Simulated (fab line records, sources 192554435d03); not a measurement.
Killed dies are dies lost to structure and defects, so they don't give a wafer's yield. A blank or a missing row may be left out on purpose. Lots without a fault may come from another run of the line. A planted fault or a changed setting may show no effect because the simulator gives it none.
One fault seen from 2 desks | flow n5_finfet | each desk has only its own numbers; what lay behind them comes last

THE METROLOGY DESK
What the gauges read, lot by lot, whatever tool the lot ran on: means of the sampled wafers that have a number. A lot is out of limits, marked OUT, if its mean lies more than 4 standard deviations from the usual mean; the brackets give that distance. Of its 11 readings 7 are shown: the one that was out of limits first, and those that lie furthest out on some lot.
Columns: A = cd_nm at N5_BEOL_M0_SAQP_CD_MEAS_29, usual 15.08 nm; B = DIBL_N at N5_BEOL_M4_RC_MEAS_101, usual 36.3 mV/V; C = DIBL_P at N5_BEOL_M4_RC_MEAS_101, usual 36.3 mV/V; D = IOFF_N at N5_BEOL_M4_RC_MEAS_101, usual 0.16 nA/um; E = SS_N at N5_BEOL_M4_RC_MEAS_101, usual 71.6 mV/dec; F = SS_P at N5_BEOL_M4_RC_MEAS_101, usual 73.3 mV/dec; G = VT_N at N5_BEOL_M4_RC_MEAS_101, usual 250 mV
lot  | first seen here | A                | B    | C    | D    | E    | F    | G
L674 | day 5 19:07     | 15.08            | 36.3 | 34.9 | 0.14 | 71.6 | 72.7 | 251
L676 | day 6 02:04     | 15.05            | 32.4 | 31.6 | 0.10 | 70.0 | 72.0 | 257
L677 | day 6 09:10     | 15.28            | 33.8 | 32.7 | 0.12 | 70.9 | 72.9 | 254
L683 | day 7 20:59     | 15.04            | 38.7 | 37.9 | 0.19 | 72.6 | 73.4 | 250
L682 | day 8 00:56     | 15.14            | 35.0 | 33.9 | 0.13 | 71.9 | 72.3 | 254
L688 | day 9 18:15     | 15.10            | 38.7 | 37.6 | 0.18 | 71.7 | 74.2 | 248
L690 | day 9 20:17     | 12.94 (-9.7) OUT | 36.1 | 37.3 | 0.15 | 71.3 | 73.1 | 249
L691 | day 10 03:30    | 12.91 (-9.9) OUT | 39.6 | 39.7 | 0.21 | 72.5 | 73.8 | 244
L696 | day 11 03:25    | 15.03            | 35.0 | 33.9 | 0.14 | 71.1 | 72.8 | 253
L697 | day 11 09:21    | 15.36            | 36.7 | 37.0 | 0.19 | 71.9 | 73.0 | 246
This desk's finding: out of limits on L690, L691; first on L690, day 9 20:17 (cd_nm at N5_BEOL_M0_SAQP_CD_MEAS_29). In limits: L674, L676, L677, L683, L682, L688, L696, L697.

THE TOOL OWNER'S DESK: ald_sin-03
The tool's own readings at N5_BEOL_M0_SAQP_SPACER2_ALD_26 (deposits SiO2, target thk 15 nm, pulse time 1 s, purge time 2 s): means of the sampled wafers that have a number, for each lot that ran on this tool. A lot is out of limits, marked OUT, if its mean lies more than 4 standard deviations from the usual mean; the brackets give that distance.
Columns: A = heater_power_w at N5_BEOL_M0_SAQP_SPACER2_ALD_26, usual 468 W; B = precursor_pulse_height_rel at N5_BEOL_M0_SAQP_SPACER2_ALD_26, usual 1.002
lot  | first seen here | A   | B
L683 | day 7 20:14     | 445 | 1.014
L688 | day 9 17:28     | 441 | 1.008
L690 | day 9 19:32     | 469 | 1.004
L691 | day 10 02:45    | 480 | 1.028
This desk's finding: nothing out of limits on any of the 4 lots.

PUT TOGETHER
The metrology desk could have raised an alarm at day 9 20:17, on L690, L691.
The tool owner's desk saw nothing out of limits.
The tool owner's desk has L690, L691 on record, within its limits.
Of the lots named, all ran N5_BEOL_M0_SAQP_SPACER2_ALD_26 on ald_sin-03.

WHAT THE SIMULATOR HAD PUT IN
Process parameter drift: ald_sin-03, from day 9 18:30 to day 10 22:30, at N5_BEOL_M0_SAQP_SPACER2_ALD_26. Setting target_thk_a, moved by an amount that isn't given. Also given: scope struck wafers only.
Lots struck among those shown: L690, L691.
Hours from the fault's start to each desk's first reading out of limits: the metrology desk, 2.
